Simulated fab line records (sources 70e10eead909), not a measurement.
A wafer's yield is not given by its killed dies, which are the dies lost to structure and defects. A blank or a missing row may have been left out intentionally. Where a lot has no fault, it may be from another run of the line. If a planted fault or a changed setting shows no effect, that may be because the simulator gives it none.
Matching of chambers	flow nandHarc	NHARC_A_SLIT_DESCUM_14 on rieDiel-13: 4 sister chambers
The step chemistry O2, time 3 s. 20 wafers are shown with their chamber, then 10 later ones without.

WAFERS WITH THEIR CHAMBER
wafer	chamber	rfVppV (V)	throttleValvePct (%)	oesProductAu (a.u.)
L075.3	2	58.1	11.324	0.996
L075.4	3	59.3	11.310	0.991
L075.5	2	59.0	11.331	1.012
L074.2	1	57.9	11.300	1.004
L074.3	0	56.2	11.318	0.995
L074.6	3	59.2	11.306	0.992
L079.2	1	57.7	11.316	1.003
L079.3	3	59.4	11.320	1.000
L079.6	2	58.0	11.315	1.003
L079.1	2	59.5	11.303	0.995
L079.4	0	58.4	11.302	0.996
L079.5	1	57.4	11.308	0.996
L083.2	2	59.6	11.328	1.002
L083.3	1	59.0	11.305	0.994
L083.4	3	58.7	11.310	1.005
L087.2	1	58.7	11.306	1.010
L087.3	0	57.7	11.311	1.002
L087.5	2	57.8	11.301	1.011
L089.2	3	59.6	11.331	1.013
L089.3	2	57.6	11.323	1.011

SIGNATURES, as means of the wafers listed above
reading	chamber 0	chamber 1	chamber 2	chamber 3	scatter within a chamber
rfVppV	57.433	58.140	58.514	59.240	0.75
throttleValvePct	11.31033	11.30700	11.31786	11.31540	0.00977
oesProductAu	0.99767	1.00140	1.00429	1.00020	0.00727
Rule: a wafer lies at a distance from a chamber equal to the root of the sum of squares, over the readings, of (its reading less the chamber's mean, divided by the reading's scatter). The wafer belongs to the nearest chamber; if the next one is less than 2 further off, it can't be placed. How the scatter is found: for the shown wafers, subtract from each reading the mean of its chamber, square and add these, divide the total by (wafers less chambers), then take the root.

WAFERS WITHOUT THEIR CHAMBER
wafer	rfVppV (V)	throttleValvePct (%)	oesProductAu (a.u.)
L089.5	57.8	11.312	1.009
L092.1	56.6	11.309	0.990
L092.4	57.8	11.321	1.000
L092.6	57.6	11.308	1.004
L096.1	59.2	11.305	1.006
L096.2	58.3	11.311	0.997
L096.3	59.2	11.310	0.995
L096.4	58.6	11.316	1.005
L096.5	59.2	11.304	0.993
L096.6	58.1	11.317	1.001

EACH ONE'S CHAMBER
wafer	from the rows above	in truth
L089.5	can't be placed: 1 or 2 or 0 or 3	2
L092.1	can't be placed: 0 or 1 or 2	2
L092.4	can't be placed: 2 or 0 or 1 or 3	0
L092.6	can't be placed: 1 or 0 or 2 or 3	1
L096.1	can't be placed: 3 or 1 or 2 or 0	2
L096.2	can't be placed: 1 or 0 or 2 or 3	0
L096.3	can't be placed: 3 or 1 or 2 or 0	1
L096.4	can't be placed: 2 or 3 or 1 or 0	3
L096.5	can't be placed: 3 or 1 or 2 or 0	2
L096.6	can't be placed: 2 or 1 or 0 or 3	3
0 of 10 placed correctly. Not placeable from these rows: 10 (in 10, the candidates include the true chamber). Number placed wrongly: 0.
